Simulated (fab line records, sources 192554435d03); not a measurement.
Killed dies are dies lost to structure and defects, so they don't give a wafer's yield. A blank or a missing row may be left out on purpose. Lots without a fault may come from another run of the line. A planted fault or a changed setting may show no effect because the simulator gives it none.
Chamber matching | flow n5_finfet | N5_SPACER0_ALD_00 on ald_sin-04: 4 sister chambers
The step deposits SiOCN, target thk 3.5 nm, pulse time 3 s, purge time 2 s. 8 wafers are shown with their chamber, then 12 later ones without.

WAFERS WITH THEIR CHAMBER
wafer  | chamber | heater_power_w (W) | precursor_pulse_height_rel
L081.1 | 0       | 763                | 1.011
L081.5 | 0       | 741                | 0.970
L083.4 | 3       | 790                | 1.039
L083.5 | 2       | 988                | 1.027
L083.6 | 1       | 770                | 0.991
L084.1 | 1       | 780                | 1.000
L084.2 | 3       | 796                | 1.007
L084.4 | 2       | 951                | 0.995

WAFERS WITHOUT THEIR CHAMBER
wafer  | heater_power_w (W) | precursor_pulse_height_rel
L087.1 | 775                | 1.034
L087.5 | 768                | 0.999
L087.6 | 780                | 0.965
L089.2 | 969                | 1.002
L089.5 | 762                | 1.000
L089.6 | 974                | 1.003
L091.2 | 794                | 0.966
L091.5 | 784                | 0.967
L091.6 | 973                | 0.981
L092.2 | 956                | 1.032
L092.4 | 784                | 0.995
L092.5 | 782                | 1.004

WHICH CHAMBER EACH WENT THROUGH
wafer  | from the rows above          | in truth
L087.1 | can't be placed: 3 or 1 or 0 | 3
L087.5 | can't be placed: 1 or 0 or 3 | 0
L087.6 | can't be placed: 1 or 0 or 3 | 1
L089.2 | 2                            | 2
L089.5 | can't be placed: 0 or 1 or 3 | 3
L089.6 | 2                            | 2
L091.2 | can't be placed: 1 or 3 or 0 | 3
L091.5 | can't be placed: 1 or 0 or 3 | 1
L091.6 | 2                            | 2
L092.2 | 2                            | 2
L092.4 | can't be placed: 1 or 3 or 0 | 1
L092.5 | can't be placed: 1 or 3 or 0 | 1
Placed correctly: 4 of 12. Can't be placed from these rows: 8 (the true chamber is among the candidates in 8). Placed wrongly: 0.
How it was worked out, from the rows above alone: a wafer's distance from a chamber is the root of the sum, over the readings, of the square of ((its reading less the chamber's mean) divided by the reading's scatter). The wafer belongs to the nearest chamber; if the next one is less than 2 further off, it can't be placed. A chamber's mean is the mean of its shown wafers. The scatter: the root of (the sum of the squares of (reading less its chamber's mean) over the shown wafers, divided by (wafers less chambers)).
